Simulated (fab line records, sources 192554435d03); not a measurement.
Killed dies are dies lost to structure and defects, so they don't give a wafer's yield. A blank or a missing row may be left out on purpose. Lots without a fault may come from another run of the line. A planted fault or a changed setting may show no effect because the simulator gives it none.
A struck lot beside a sound one | flow n5_finfet | 18 steps out of a route of 1938
Sound: wafers L898.4, L898.5, L898.6. Struck: wafers L902.4, L902.5, L902.6. The cause comes at the end.
At each step with rows: each side's tool, then ch and its chambers, then its first start. Under that, the readings that differ: sound wafers | struck wafers | difference of the means | sigmas: that difference in standard deviations of wafers without a fault.
alike: readings whose means differ by less than 2 such deviations, and words and numbers that are the same on both sides. not compared: withheld readings, readings that some wafer has no value for, bounds like >300 that may hide the same value, and numbers for which the record gives no deviation and whose values overlap.
The two part at a step that has a row with sigmas, a row that says differs or no value, or rows on one side only. Numbers that don't overlap but have no deviation are shown without sigmas and don't part them. A reading that every wafer of one side lacks parts them only if that side has two wafers or more.

N5_BEOL_M0_SAQP_PECVD_03: deposits SiCN from 3MS/NH3, target thk 12 nm, time 21.1 s.
  sound on pecvd-03 ch 0,1,2, day 5 14:19; struck on pecvd-01 ch 0,1,2, day 6 11:52
  alike: chamber_pressure_Torr, showerhead_plenum_p_Torr, throttle_valve_pct
N5_BEOL_M0_SAQP_PECVD_96: deposits a-Si from SiH4/He, target thk 45 nm, time 45.2 s.
  sound on pecvd-03 ch 0,1,2, day 5 14:20; struck on pecvd-01 ch 0,1,2, day 6 11:54
  alike: chamber_pressure_Torr, heater_power_w, showerhead_plenum_p_Torr, throttle_valve_pct
N5_BEOL_M0_SAQP_PECVD_97: deposits SiNx from SiH4/NH3/N2, target thk 23 nm, time 19.9 s.
  sound on pecvd-03 ch 0,1,2, day 5 14:23; struck on pecvd-01 ch 0,1,2, day 6 11:57
  alike: chamber_pressure_Torr, heater_power_w, showerhead_plenum_p_Torr, throttle_valve_pct
N5_BEOL_M0_SAQP_PECVD_04: deposits a-Si from SiH4/He, target thk 60 nm, time 60.2 s.
  sound on pecvd-03 ch 0,1,2, day 5 14:26; struck on pecvd-01 ch 0,1,2, day 6 12:00
  alike: chamber_pressure_Torr, heater_power_w, showerhead_plenum_p_Torr, throttle_valve_pct
N5_BEOL_M0_SAQP_THK_MEAS_05:
  sound on film_metro-01, day 5 14:30; struck on film_metro-02, day 6 12:04
  alike: thk_nm
N5_BEOL_M0_SAQP_HM_DEP_111: deposits SiO2 from SiH4/N2O, target thk 12 nm, time 7.2 s.
  sound on pecvd-01 ch 0,1,2, day 5 14:34; struck on pecvd-04 ch 0,1,2, day 6 12:07
  alike: chamber_pressure_Torr, heater_power_w, showerhead_plenum_p_Torr
then, 6 steps without rows for these wafers: N5_BEOL_M0_SAQP_COAT_81 (time 60 s, resist thk 100 nm); N5_BEOL_M0_SAQP_COAT_82 (time 60 s, resist thk 30 nm); N5_BEOL_M0_SAQP_COAT_08 (resist thk 90 nm); N5_BEOL_M0_SAQP_EBR_10; N5_BEOL_M0_SAQP_SOFTBAKE_09 (time 60 s); N5_BEOL_M0_SAQP_EXPOSE_11 (exposes mask M0 CORE, target cd 42 nm).
N5_BEOL_M0_SAQP_PEB_12: peb time 60 s.
  sound on litho_track-01 ch 0, day 5 14:48; struck on litho_track-01 ch 0, day 6 12:22
then, 1 step without rows for these wafers: N5_BEOL_M0_SAQP_DEVELOP_13 (develop time 30 s).
N5_BEOL_M0_SAQP_CD_MEAS_14: target cd 42.5 nm.
  sound on cd_sem-03 ch 0, day 5 14:52; struck on cd_sem-02 ch 0, day 6 12:26
  reading    | sound          | struck         | difference | sigmas
  cd_nm (nm) | 42.4 42.6 42.3 | 39.3 38.9 39.2 | -3.3       | -9
N5_BEOL_M0_SAQP_OVL_MEAS_15:
  sound on overlay-02 ch 0, day 5 14:53; struck on overlay-01 ch 0, day 6 12:27
  reading          | sound       | struck        | difference | sigmas
  M0_CORE_OVL (nm) | 0.4 1.1 0.8 | -0.3 -1.7 0.1 | -1.4       | -2
-- the record jumps here: 2 days lie between the struck wafers' starts before and after (it left off in module BEOL_M0_SAQP and takes up again in module BEOL_M4, whose first step shown is number 1111 of the route) --
N5_BEOL_M4_RC_MEAS_101:
  sound on prober-02 ch 0, day 8 00:20; struck on prober-02 ch 0, day 8 19:28
  reading   | sound                | struck               | difference | sigmas
  VT_P (mV) | -250.5 -249.0 -250.1 | -255.9 -258.4 -254.7 | -6.5       | -2
  alike: DIBL_N, DIBL_P, IOFF_N, IOFF_P, ION_N, ION_P, SS_N, SS_P, VT_N
-- the record jumps here: 4 days lie between the struck wafers' starts before and after (it left off in module BEOL_M4 and takes up again in module PASSIVATION, whose first step shown is number 1936 of the route) --
N5_PASSIVATION_PROBE_49:
  the record has rows for the struck wafers here (prober-01, day 13 02:59) and none for the sound ones

WHERE THEY PART
First at N5_BEOL_M0_SAQP_CD_MEAS_14; last, within this record, at N5_PASSIVATION_PROBE_49.

WHY: what the simulator had put in
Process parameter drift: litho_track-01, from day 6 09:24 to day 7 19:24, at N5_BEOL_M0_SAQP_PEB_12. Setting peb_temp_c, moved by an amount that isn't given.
